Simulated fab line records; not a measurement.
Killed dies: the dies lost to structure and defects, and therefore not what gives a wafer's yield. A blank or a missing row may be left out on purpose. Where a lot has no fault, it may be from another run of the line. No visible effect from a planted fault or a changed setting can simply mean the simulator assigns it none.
The tool behind it: which one?    flow n5 finfet    Sampling: 10 lots, 29 wafers, 5 of 1938 route steps

== WHAT THE GAUGES SHOWED, per wafer ==
No reading from a measuring or inspecting step in the record can be judged against a usual standard deviation.

== EACH LOT AND THE TOOL THAT RAN IT (in order: tool; ch and the chambers of the sampled wafers; start) ==
lot   N5_BEOL_M8_DESCUM_33                N5_BEOL_M8_ETCH_72                  N5_BEOL_M8_CURE_75             N5_BEOL_M8_SPUTTER_48         N5_PASSIVATION_PROBE_49
L646  rie diel-01 ch 1,2,3, day 9 15:52   rie diel-01 ch 1,2,3, day 9 15:55   uv cure-02 ch 1, day 9 16:30   pvd sputter-02, day 9 17:35   -
L648  rie diel-03 ch 1,2,3, day 9 19:48   rie diel-03 ch 1,2,3, day 9 19:50   uv cure-01 ch 1, day 9 20:25   pvd sputter-03, day 9 22:08   prober-01, day 12 15:38
L651  rie diel-04 ch 1,2,3, day 10 18:50  rie diel-04 ch 1,2,3, day 10 18:52  uv cure-01 ch 2, day 10 19:30  pvd sputter-03, day 10 20:46  prober-02, day 13 14:22
L652  rie diel-03 ch 1,2,3, day 10 22:29  rie diel-03 ch 1,2,3, day 10 22:31  uv cure-01 ch 1, day 10 23:06  pvd sputter-02, day 11 00:27  prober-01, day 13 13:13
L653  rie diel-01 ch 2,3, day 11 19:13    rie diel-01 ch 2,3, day 11 19:15    uv cure-01 ch 2, day 11 20:05  pvd sputter-01, day 11 21:50  prober-01, day 14 17:10
L654  rie diel-01 ch 2,3, day 11 19:41    rie diel-01 ch 2,3, day 11 19:43    uv cure-01 ch 0, day 11 20:41  pvd sputter-01, day 11 22:13  prober-01, day 14 12:15
L662  rie diel-01 ch 0,2, day 14 05:06    rie diel-01 ch 0,2, day 14 05:08    uv cure-03 ch 1, day 14 05:49  pvd sputter-03, day 14 07:21  prober-02, day 16 21:32
L665  rie diel-04 ch 0,1, day 14 09:50    rie diel-04 ch 0,1, day 14 09:52    uv cure-01 ch 0, day 14 10:37  pvd sputter-02, day 14 11:47  prober-01, day 17 20:47
L664  rie diel-01 ch 1,3, day 14 13:58    rie diel-01 ch 1,3, day 14 14:00    uv cure-02 ch 2, day 14 14:41  pvd sputter-01, day 14 15:56  prober-01, day 17 08:05
L668  rie diel-01 ch 1,2,3, day 15 09:55  rie diel-01 ch 1,2,3, day 15 09:57  uv cure-01 ch 1, day 15 10:32  pvd sputter-01, day 15 12:04  -
- N5_BEOL_M8_DESCUM_33: chemistry O2, time 7 s.
- N5_BEOL_M8_ETCH_72: etches underlayer in N2/H2, target depth 6.5 nm, time 5.2 s.
- N5_BEOL_M8_CURE_75: cures SiCOH lowk, time 120 s.
- N5_BEOL_M8_SPUTTER_48: material Cu, target thk 10 nm, time 1.667 s.
- N5_PASSIVATION_PROBE_49

== AS READ BY THE TOOLS THEMSELVES (means over the sampled wafers that have a number; for cases with no such wafer, the mark the record gives instead) ==
N5_BEOL_M8_DESCUM_33. Usual: drypump motor current A 5.5 A, standard deviation 0.48; oes product au 0.81 a.u., standard deviation 0.093; rf vpp V 243.3 V, standard deviation 1.4; showerhead plenum p Torr 2.11 Torr, standard deviation 0.083; throttle valve pct 20.43 %, standard deviation 0.2.
lot   tool         drypump motor current A (A)  oes product au (a.u.)  rf vpp V (V)  showerhead plenum p Torr (Torr)  throttle valve pct (%)  flag
L646  rie diel-01  5.3                          0.81                   243.8         2.11                             20.57                   
L648  rie diel-03  5.8                          0.73                   241.9         2.06                             20.46                   
L651  rie diel-04  5.8                          0.81                   243.1         2.08                             20.40                   
L652  rie diel-03  5.8                          0.73                   242.4         2.06                             20.47                   
L653  rie diel-01  5.3                          0.86                   244.3         2.19                             20.57                   
L654  rie diel-01  5.5                          0.82                   243.8         2.17                             20.58                   
L662  rie diel-01  5.2                          0.85                   243.3         2.16                             20.46                   
L665  rie diel-04  6.0                          0.76                   243.0         2.09                             20.45                   
L664  rie diel-01  5.6                          0.79                   243.5         2.13                             20.54                   
L668  rie diel-01  5.3                          0.83                   244.7         2.18                             20.50                   

N5_BEOL_M8_ETCH_72. Usual: drypump motor current A 5.6 A, standard deviation 0.49; etch rf on time s 5.20 s, standard deviation 0.12; h2 flow sccm 200.0 sccm, standard deviation 0.55; oes product au 0.69 a.u., standard deviation 0.081; rf vpp V 524 V, standard deviation 3; showerhead plenum p Torr 2.56 Torr, standard deviation 0.096; throttle valve pct 17.83 %, standard deviation 0.21.
lot   tool         drypump motor current A (A)  etch rf on time s (s)  h2 flow sccm (sccm)  oes product au (a.u.)  rf vpp V (V)  showerhead plenum p Torr (Torr)  throttle valve pct (%)  flag
L646  rie diel-01  5.3                          5.22                   199.5                0.69                   523           2.56                             17.99                   
L648  rie diel-03  5.8                          5.35                   200.1                0.62                   523           2.50                             17.84                   
L651  rie diel-04  5.8                          5.11                   199.6                0.70                   524           2.53                             17.83                   
L652  rie diel-03  5.8                          5.20                   200.6                0.62                   522           2.50                             17.87                   
L653  rie diel-01  5.3                          5.25                   199.9                0.73                   527           2.64                             17.85                   
L654  rie diel-01  5.5                          5.25                   199.4                0.72                   526           2.61                             17.91                   
L662  rie diel-01  5.2                          5.23                   200.0                0.72                   525           2.60                             17.74                   
L665  rie diel-04  6.0                          5.15                   200.0                0.64                   523           2.55                             17.93                   
L664  rie diel-01  5.6                          5.27                   199.3                0.67                   525           2.59                             18.02                   
L668  rie diel-01  5.3                          5.25                   200.2                0.71                   527           2.64                             17.91                   

N5_BEOL_M8_CURE_75. Usual: lamp power pct 52.31 %, standard deviation 0.055; run length s 177.9 s, standard deviation 0.49; wafer_temp_C_max 371.8, standard deviation 0.47.
lot   tool        lamp power pct (%)  run length s (s)  wafer_temp_C_max  flag
L646  uv cure-02  52.34               177.3             371.8             
L648  uv cure-01  52.32               177.8             371.3             
L651  uv cure-01  52.22               178.4             371.2             
L652  uv cure-01  52.34               187.5             371.0             OFF
L653  uv cure-01  52.31               187.7             371.6             OFF
L654  uv cure-01  52.34               192.0             371.2             OFF
L662  uv cure-03  52.31               177.5             371.5             
L665  uv cure-01  52.37               177.5             371.5             
L664  uv cure-02  52.28               178.5             371.7             
L668  uv cure-01  52.29               177.5             371.2             

N5_BEOL_M8_SPUTTER_48. Usual: susceptor temp C -19.99 C, standard deviation 0.1; throttle valve pct 30.0 %, standard deviation 1.2.
lot   tool            susceptor temp C (C)  throttle valve pct (%)  flag
L646  pvd sputter-02  -19.97                29.4                    
L648  pvd sputter-03  -20.03                29.5                    
L651  pvd sputter-03  -20.00                29.4                    
L652  pvd sputter-02  -20.01                30.5                    
L653  pvd sputter-01  -20.03                29.3                    
L654  pvd sputter-01  -20.02                30.4                    
L662  pvd sputter-03  -20.01                29.3                    
L665  pvd sputter-02  -19.99                30.8                    
L664  pvd sputter-01  -20.00                30.1                    
L668  pvd sputter-01  -19.98                30.0                    

N5_PASSIVATION_PROBE_49. Usual: defect limited yield 91.7 %, standard deviation 1.2; killed_at_M0_to_M3 33, standard deviation 9.5; killed_at_M4_up 13, standard deviation 4.9; killed at contacts 13, standard deviation 6.6; killed at front end 36, standard deviation 11; killed at other 3.0, standard deviation 2.6; killed dies 97, standard deviation 14; killed open 65, standard deviation 11; killed short 31, standard deviation 6.6; sort_bin_5_function 4.8 %, standard deviation 0.82; sort_bin_6_memory 3.1 %, standard deviation 0.58; sort_bin_8_speed 0.00 %, standard deviation 0.02; sort n pass 1083, standard deviation 14; sort yield pct 91.7 %, standard deviation 1.2.
lot   tool       defect limited yield (%)  killed_at_M0_to_M3  killed_at_M4_up  killed at contacts  killed at front end  killed at other  killed dies  killed open  killed short  sort_bin_5_function (%)  sort_bin_6_memory (%)  sort_bin_8_speed (%)  sort n pass  sort yield pct (%)  flag
L648  prober-01  92.0                      43                  9                15                  23                   4.0              95           63           29            4.8                      3.0                    0.00                  1085         92.0                
L651  prober-02  92.4                      26                  14               16                  32                   1.0              89           61           27            4.4                      2.7                    0.00                  1091         92.4                
L652  prober-01  91.3                      40                  16               15                  30                   3.0              103          68           34            5.1                      3.5                    0.00                  1077         91.3                
L653  prober-01  92.0                      34                  12               13                  33                   3.3              94           66           27            4.4                      3.3                    0.00                  1086         92.0                
L654  prober-01  92.6                      35                  10               6                   36                   0.0              87           69           15            4.4                      2.8                    0.00                  1093         92.6                
L662  prober-02  90.8                      37                  12               21                  37                   0.7              108          76           31            5.5                      3.2                    0.00                  1072         90.8                
L665  prober-01  92.0                      36                  11               17                  29                   0.7              94           67           27            4.8                      2.9                    0.00                  1086         92.0                
L664  prober-01  90.7                      31                  16               12                  46                   4.3              109          70           37            5.7                      3.2                    0.03                  1070         90.7                

== THE ANSWER, worked out from the rows above alone ==
Rule: a lot is off if the mean of its wafers that have a number lies more than 3 standard deviations from the usual mean. A lot without any number at a reading at which 4 lots or more have one is off too. All remaining lots with rows at the step are treated as sound. After the gauges, taken in route order, come the tools' own readings; for these a lot's mean is taken, as printed above. The first step at which some lot is off is used, and at that step the reading that is off furthest; a lot without a number counts as furthest.
Off: L652, L653, L654, at N5_BEOL_M8_CURE_75 (run length s).
A tool fits if, at that step or a process step before it, it ran every lot that is off, and no sound lot after the first of them. None of those tried fits.

== WHAT THE SIMULATOR PUT IN ==
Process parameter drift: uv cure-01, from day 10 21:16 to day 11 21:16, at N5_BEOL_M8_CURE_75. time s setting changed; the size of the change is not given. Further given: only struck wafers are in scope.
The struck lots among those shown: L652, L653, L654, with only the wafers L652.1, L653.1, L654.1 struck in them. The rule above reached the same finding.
